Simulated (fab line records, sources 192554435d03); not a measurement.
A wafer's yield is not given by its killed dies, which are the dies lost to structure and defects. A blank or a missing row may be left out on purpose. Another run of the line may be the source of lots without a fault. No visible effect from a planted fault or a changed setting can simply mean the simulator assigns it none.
Comparing a struck lot with a sound one    flow n5_finfet    39 out of 1938 route steps
Sound: the wafers L685.2, L685.4, L685.6. Wafers L684.3, L684.6 were the ones struck. The cause is named last.
Order at every step that has rows: each side's tool, ch and its chambers, its first start. Under that, the readings that differ: sound wafers    struck wafers    difference of the means    sigmas: that difference in standard deviations of wafers without a fault.
alike: words and numbers the same on both sides, and readings whose means are apart by under 2 such deviations; not compared: readings that were withheld, readings missing a value for some wafer, numbers with overlapping values and no deviation given by the record, and bounds like >300 which may hide the same value.
A row with sigmas, a row that says differs or no value, or rows on one side alone: a step with any of these is where the two part. Non-overlapping numbers with no deviation appear without sigmas and do not part them. A reading missing from all wafers of one side parts the sides only when that side holds two or more wafers.

first, 11 steps without rows for these wafers: N5_BEOL_M0_SAQP_DESCUM_19 (chemistry O2, time 7.9 s); N5_BEOL_M0_SAQP_ETCH_83 (etches SiARC in CF4, target depth 39 nm, time 65 s); N5_BEOL_M0_SAQP_ETCH_84 (etches SOC in N2/H2, target depth 100 nm, overetch 20 nm, time 150 s); N5_BEOL_M0_SAQP_STRIP_80 (strips in N2/H2); N5_BEOL_M0_SAQP_HM_OPEN_112 (chemistry CHF3/O2, target SiO2, stops on a-Si, target depth 12 nm, time 13.5 s); N5_BEOL_M0_SAQP_STRIP_113 (strips in CHF3/O2); N5_BEOL_M0_SAQP_MANDREL_ETCH_20 (etches a-Si in HBr/Cl2, stops on SiNx, target depth 60 nm, bt time 10 s, time 30 s); N5_BEOL_M0_SAQP_STRIP_86 (strips in N2/H2); N5_BEOL_M0_SAQP_STRIP_115 (strips in post etch residue remover, time 60 s); N5_BEOL_M0_SAQP_SRD_93 (time 30 s); N5_BEOL_M0_SAQP_RECESS_114 (chemistry HF/NH3, target SiO2, target depth 14.4 nm, afs cycles 3, sublimation time 60 s).
N5_BEOL_M0_SAQP_SPACER1_ALD_98: deposits SiO2, target thk 12.8 nm, pulse time 1 s, purge time 2 s.
  sound on ald_sin-02 ch 0,2, day 11 04:19; struck on ald_sin-03 ch 3, day 11 00:28
reading                                                sound           struck     difference  sigmas
ald_cycles                                             138 138 138     198 198    +60         
model.SiO2_of_BEOL_M0_SAQP_SPACER1_ALD_98.thk_nm (nm)  12.8 12.8 12.8  18.4 18.4  +5.6        
  alike: heater_power_w, precursor_pulse_height_rel
then, 1 step without rows for these wafers: N5_BEOL_M0_SAQP_SPACER1_ETCHBACK_99 (etches SiO2 in CHF3/O2, target depth 15.4 nm, time 7.7 s).
N5_BEOL_M0_SAQP_MANDREL1_REMOVE_100: chemistry HBr/Cl2/O2, target a-Si, stops on SiNx, bt time 10 s.
  sound on rie_si-01 ch 0,3, day 11 04:52; struck on rie_si-05 ch 0,1, day 11 01:01
reading                                                sound           struck     difference  sigmas
model.SiO2_of_BEOL_M0_SAQP_SPACER1_ALD_98.thk_nm (nm)  7.4 7.4 7.4     13 13.2    +6          
model.BEOL_M0_SAQP.cd_nm (nm)                          12.8 12.8 12.8  18.6 18.4  +5.7        
  alike: O2_flow_sccm, chamber_pressure_mTorr, drypump_motor_current_A, oes_product_au, throttle_valve_pct
  not compared: rf_hours_counter_h
N5_BEOL_M0_SAQP_CD_MEAS_25: target cd 13.1 nm.
  sound on cd_sem-03 ch 0, day 11 04:59; struck on cd_sem-03 ch 0, day 11 01:08
reading     sound              struck       difference  sigmas
cd_nm (nm)  12.50 12.84 13.12  18.51 18.78  +5.83       +25
then, 22 steps without rows for these wafers: N5_BEOL_M0_SAQP_ETCH_101 (etches SiNx in CH3F/O2, target depth 29.9 nm, time 42.7 s); N5_BEOL_M0_SAQP_ETCH_102 (etches SiO2 in CF4, target depth 4 nm, time 4.4 s); N5_BEOL_M0_SAQP_MANDREL_ETCH_103 (etches a-Si in HBr/Cl2, stops on SiCN, target depth 45 nm, bt time 10 s, time 27 s); N5_BEOL_M0_SAQP_RECESS_104 (chemistry HF/NH3, target SiO2, target depth 18 nm, afs cycles 3, sublimation time 60 s); N5_BEOL_M0_SAQP_COAT_105 (time 60 s, resist thk 100 nm); N5_BEOL_M0_SAQP_ETCH_106 (etches SOC in N2/H2, stops on SiNx, target depth 150 nm); N5_BEOL_M0_SAQP_ETCH_107 (etches SiNx in CH3F/O2, target depth 30 nm); N5_BEOL_M0_SAQP_STRIP_108 (strips in N2/H2); N5_BEOL_M0_SAQP_RECESS_109 (chemistry HF/NH3, target SiO2, target depth 3 nm, afs cycles 1, sublimation time 60 s); N5_BEOL_M0_SAQP_SPACER2_ALD_26 (deposits SiO2, target thk 15 nm, pulse time 1 s, purge time 2 s); N5_BEOL_M0_SAQP_SPACER2_ETCHBACK_27 (etches SiO2 in CHF3/O2, target depth 22.5 nm, time 11.25 s); N5_BEOL_M0_SAQP_MANDREL2_REMOVE_110 (chemistry HBr/Cl2/O2, target a-Si, stops on SiCN, bt time 10 s); N5_BEOL_M0_SAQP_COAT_69 (time 60 s, resist thk 90 nm); N5_BEOL_M0_SAQP_COAT_72 (time 60 s, resist thk 15 nm); N5_BEOL_M0_SAQP_COAT_87 (time 60 s, resist thk 5 nm); N5_BEOL_M0_SAQP_COAT_34 (resist thk 30 nm); N5_BEOL_M0_SAQP_EBR_36; N5_BEOL_M0_SAQP_SOFTBAKE_35 (time 60 s); N5_BEOL_M0_SAQP_EXPOSE_37 (exposes mask M0 CUT1, target cd 30 nm); N5_BEOL_M0_SAQP_PEB_38 (peb time 60 s); N5_BEOL_M0_SAQP_DEVELOP_39 (develop time 30 s); N5_BEOL_M0_SAQP_DESCUM_45 (chemistry O2, time 7 s).
N5_BEOL_M4_RC_MEAS_101:
  the record has rows for the sound wafers here (prober-01 ch 0, day 14 09:36) and none for the struck ones
-- a jump in the record: the struck wafers' starts before and after are 7 days apart (it breaks off in module BEOL_M4 and resumes in module PASSIVATION, where the first step shown is number 1936 of the route) --
N5_PASSIVATION_PROBE_49:
  struck on prober-02, day 18 06:55; sound on prober-01, day 18 08:16
reading                   sound           struck     difference  sigmas
defect_limited_yield (%)  92.2 91.2 92.3  0 0        -92         -57
killed_at_M0_to_M3        15 25 26        1113 1122  +1096       +99 or more
killed_dies               92 104 91       1180 1180  +1084       +57
killed_on_rim             18 10 13        152 152    +138        +35
sort_bin_5_function (%)   4.7 4.9 4.8     97.0 97.3  +92.4       +92
sort_n_pass               1088 1076 1089  0 0        -1084       -57
sort_yield_pct (%)        92.2 91.2 92.3  0 0        -92         -57
  alike: killed_at_M4_up, killed_at_contacts, killed_at_front_end, killed_at_other, killed_open, killed_short, sort_bin_6_memory

WHERE THEY PART
At N5_BEOL_M0_SAQP_CD_MEAS_25 first; at N5_PASSIVATION_PROBE_49 last (within this record only).

WHY: what the simulator had put in
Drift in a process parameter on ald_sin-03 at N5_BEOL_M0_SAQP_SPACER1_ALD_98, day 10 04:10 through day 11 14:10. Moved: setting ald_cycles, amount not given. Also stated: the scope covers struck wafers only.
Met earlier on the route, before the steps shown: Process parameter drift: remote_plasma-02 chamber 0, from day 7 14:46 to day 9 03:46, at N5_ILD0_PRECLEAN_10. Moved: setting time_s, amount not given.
